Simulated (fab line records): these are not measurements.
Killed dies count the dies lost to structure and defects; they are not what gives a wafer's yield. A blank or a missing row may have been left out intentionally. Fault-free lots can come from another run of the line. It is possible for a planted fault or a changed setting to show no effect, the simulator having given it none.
Which of the tools did it? :: flow nandHarc :: 36 wafers sampled from 12 lots at 1 step of a route of 1302

## WHAT THE GAUGES SHOWED, per wafer
NHARC_A_ONON_D2_THK_MEAS_24: measures by ellipsometry.
lot: L076
measured: day 13 07:26
on: filmMetro-02
thkNm (nm): 988 988 988

lot: L077
measured: day 14 06:58
on: filmMetro-02
thkNm (nm): 992 994 993

lot: L080
measured: day 15 06:46
on: filmMetro-01
thkNm (nm): 996 994 994

lot: L081
measured: day 16 02:24
on: filmMetro-01
thkNm (nm): 995 995 993

lot: L082
measured: day 16 15:46
on: filmMetro-01
thkNm (nm): 997 999 998

lot: L086
measured: day 17 19:42
on: filmMetro-01
thkNm (nm): 977 977 977

lot: L087
measured: day 18 03:14
on: filmMetro-02
thkNm (nm): 1003 1004 1004

lot: L088
measured: day 19 03:08
on: filmMetro-02
thkNm (nm): 1002 1001 1001

lot: L093
measured: day 20 02:38
on: filmMetro-02
thkNm (nm): 994 994 993

lot: L092
measured: day 20 03:00
on: filmMetro-01
thkNm (nm): 1009 1007 1010

lot: L095
measured: day 21 20:01
on: filmMetro-01
thkNm (nm): 1002 1002 1002

lot: L097
measured: day 22 09:55
on: filmMetro-02
thkNm (nm): 1007 1009 1008

## EACH LOT AND THE TOOL THAT RAN IT (in order: tool; ch and the chambers of the sampled wafers; start)
The record holds no process step before these readings.

## THE ANSWER, worked out from the rows above alone
Rule: the lots themselves supply what counts as usual. The widest of any qualifying gaps counts: lots, ordered by their means at a reading, are off when they make up no more than a third of the lots, leave a main group of 4 or more, and stand apart from it by 3 or more times the standard deviation of that group's means. If all means in a main group match to the digits the tables above print for the reading, that group is not used. Also off: a lot with no number at a reading for which 4 or more lots have one. Where the step has rows for the other lots, those lots are counted as sound.
None of the lots is off at any reading shown; this tells nothing.

## WHAT HAD BEEN PUT IN BY THE SIMULATOR
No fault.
